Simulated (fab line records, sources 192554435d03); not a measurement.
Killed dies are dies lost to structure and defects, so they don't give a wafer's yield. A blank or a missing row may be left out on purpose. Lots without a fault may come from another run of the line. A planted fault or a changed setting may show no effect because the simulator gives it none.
Chamber matching | flow n5_finfet | N5_BEOL_M6_ILD_DEP_00 on pecvd-03: 3 sister chambers
The step deposits SiCOH lowk from DEMS/porogen, target thk 179.75 nm, time 33.4 s. 3 wafers are shown with their chamber, then 9 later ones without.

WAFERS WITH THEIR CHAMBER
wafer  | chamber | showerhead_plenum_p_Torr (Torr)
L082.2 | 1       | 5.769
L084.5 | 2       | 5.746
L084.6 | 0       | 5.734

WAFERS WITHOUT THEIR CHAMBER
wafer  | showerhead_plenum_p_Torr (Torr)
L086.2 | 5.751
L086.3 | 5.755
L086.5 | 5.738
L091.1 | 5.747
L091.3 | 5.734
L091.4 | 5.726
L096.1 | 5.736
L096.3 | 5.759
L096.4 | 5.775

WHICH CHAMBER EACH WENT THROUGH
wafer  | from the rows above          | in truth
L086.2 | can't be placed: 2 or 0      | 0
L086.3 | can't be placed: 2 or 1 or 0 | 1
L086.5 | can't be placed: 0 or 2      | 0
L091.1 | can't be placed: 2 or 0      | 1
L091.3 | can't be placed: 0 or 2      | 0
L091.4 | can't be placed: 0 or 2      | 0
L096.1 | can't be placed: 0 or 2      | 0
L096.3 | can't be placed: 1 or 2      | 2
L096.4 | 1                            | 1
Placed correctly: 1 of 9. Can't be placed from these rows: 8 (the true chamber is among the candidates in 7). Placed wrongly: 0.
How it was worked out, from the rows above alone: a wafer's distance from a chamber is the root of the sum, over the readings, of the square of ((its reading less the chamber's mean) divided by the reading's scatter). The wafer belongs to the nearest chamber; if the next one is less than 2 further off, it can't be placed. A chamber's mean is the mean of its shown wafers. The scatter: with one shown wafer a chamber, the root of the mean of the squares of how far each hidden wafer lies from its nearest shown one.
